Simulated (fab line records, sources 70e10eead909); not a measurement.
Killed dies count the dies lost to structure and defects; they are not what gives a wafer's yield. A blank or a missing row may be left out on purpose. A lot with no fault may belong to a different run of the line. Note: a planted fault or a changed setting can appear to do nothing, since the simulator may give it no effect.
Matching of chambers :: flow nandHarc :: NHARC_A_ZERO_WELL_ETCH_19 on rieDiel-04: 4 sister chambers
The step etches the open film in N2/H2, target depth 80 nm, overetch 24 nm, time 87.88 s. 16 wafers are shown with their chamber, then 8 later ones without.

## WAFERS PAIRED WITH THEIR CHAMBERS
wafer: L897.2
chamber: 1
drypumpMotorCurrentA (A): 6.4
showerheadPlenumPTorr (Torr): 2.05
rfVppV (V): 430.6

wafer: L897.3
chamber: 3
drypumpMotorCurrentA (A): 5.6
showerheadPlenumPTorr (Torr): 2.12
rfVppV (V): 432.7

wafer: L897.4
chamber: 2
drypumpMotorCurrentA (A): 5.2
showerheadPlenumPTorr (Torr): 2.13
rfVppV (V): 432.8

wafer: L903.2
chamber: 1
drypumpMotorCurrentA (A): 6.4
showerheadPlenumPTorr (Torr): 2.05
rfVppV (V): 430.7

wafer: L903.4
chamber: 2
drypumpMotorCurrentA (A): 5.3
showerheadPlenumPTorr (Torr): 2.13
rfVppV (V): 433.8

wafer: L903.5
chamber: 0
drypumpMotorCurrentA (A): 5.6
showerheadPlenumPTorr (Torr): 2.08
rfVppV (V): 432.0

wafer: L911.3
chamber: 1
drypumpMotorCurrentA (A): 6.4
showerheadPlenumPTorr (Torr): 2.05
rfVppV (V): 431.6

wafer: L911.5
chamber: 2
drypumpMotorCurrentA (A): 5.3
showerheadPlenumPTorr (Torr): 2.12
rfVppV (V): 432.6

wafer: L911.6
chamber: 3
drypumpMotorCurrentA (A): 5.6
showerheadPlenumPTorr (Torr): 2.12
rfVppV (V): 434.2

wafer: L913.4
chamber: 1
drypumpMotorCurrentA (A): 6.4
showerheadPlenumPTorr (Torr): 2.05
rfVppV (V): 430.9

wafer: L913.5
chamber: 3
drypumpMotorCurrentA (A): 5.6
showerheadPlenumPTorr (Torr): 2.12
rfVppV (V): 433.4

wafer: L913.6
chamber: 0
drypumpMotorCurrentA (A): 5.6
showerheadPlenumPTorr (Torr): 2.08
rfVppV (V): 432.2

wafer: L914.1
chamber: 3
drypumpMotorCurrentA (A): 5.6
showerheadPlenumPTorr (Torr): 2.12
rfVppV (V): 432.2

wafer: L914.3
chamber: 1
drypumpMotorCurrentA (A): 6.4
showerheadPlenumPTorr (Torr): 2.05
rfVppV (V): 430.8

wafer: L914.5
chamber: 1
drypumpMotorCurrentA (A): 6.4
showerheadPlenumPTorr (Torr): 2.05
rfVppV (V): 431.3

wafer: L915.2
chamber: 1
drypumpMotorCurrentA (A): 6.4
showerheadPlenumPTorr (Torr): 2.05
rfVppV (V): 431.2

SIGNATURES (means of the wafers above)
reading: drypumpMotorCurrentA
chamber 0: 5.600
chamber 1: 6.400
chamber 2: 5.267
chamber 3: 5.600
scatter within a chamber: 0.0236

reading: showerheadPlenumPTorr
chamber 0: 2.0800
chamber 1: 2.0500
chamber 2: 2.1267
chamber 3: 2.1200
scatter within a chamber: 0.00236

reading: rfVppV
chamber 0: 432.100
chamber 1: 431.014
chamber 2: 433.067
chamber 3: 433.125
scatter within a chamber: 0.57
Rule: a wafer's distance from a chamber is the root of the sum, over the readings, of the square of ((its reading less the chamber's mean) divided by the reading's scatter). The wafer belongs to the nearest chamber; if the next one is less than 2 further off, it can't be placed. The scatter: take each reading less its chamber's mean, square it, sum over the shown wafers, divide by the number of wafers less the number of chambers, and take the root.

## WAFERS WITHOUT THEIR CHAMBER
wafer: L915.4
drypumpMotorCurrentA (A): 5.6
showerheadPlenumPTorr (Torr): 2.08
rfVppV (V): 431.7

wafer: L915.6
drypumpMotorCurrentA (A): 6.4
showerheadPlenumPTorr (Torr): 2.05
rfVppV (V): 430.6

wafer: L918.1
drypumpMotorCurrentA (A): 5.6
showerheadPlenumPTorr (Torr): 2.12
rfVppV (V): 433.8

wafer: L918.3
drypumpMotorCurrentA (A): 5.6
showerheadPlenumPTorr (Torr): 2.08
rfVppV (V): 430.9

wafer: L918.5
drypumpMotorCurrentA (A): 5.6
showerheadPlenumPTorr (Torr): 2.12
rfVppV (V): 432.8

wafer: L917.1
drypumpMotorCurrentA (A): 5.6
showerheadPlenumPTorr (Torr): 2.12
rfVppV (V): 433.4

wafer: L917.3
drypumpMotorCurrentA (A): 5.3
showerheadPlenumPTorr (Torr): 2.12
rfVppV (V): 432.3

wafer: L917.4
drypumpMotorCurrentA (A): 5.6
showerheadPlenumPTorr (Torr): 2.08
rfVppV (V): 431.3

## WHICH CHAMBER EACH WENT THROUGH
wafer: L915.4
from the rows above: 0
in truth: 0

wafer: L915.6
from the rows above: 1
in truth: 1

wafer: L918.1
from the rows above: 3
in truth: 3

wafer: L918.3
from the rows above: 0
in truth: 0

wafer: L918.5
from the rows above: 3
in truth: 3

wafer: L917.1
from the rows above: 3
in truth: 3

wafer: L917.3
from the rows above: 2
in truth: 2

wafer: L917.4
from the rows above: 0
in truth: 0
8 of 8 placed correctly. Number that these rows cannot place: 0. 0 placed wrongly.
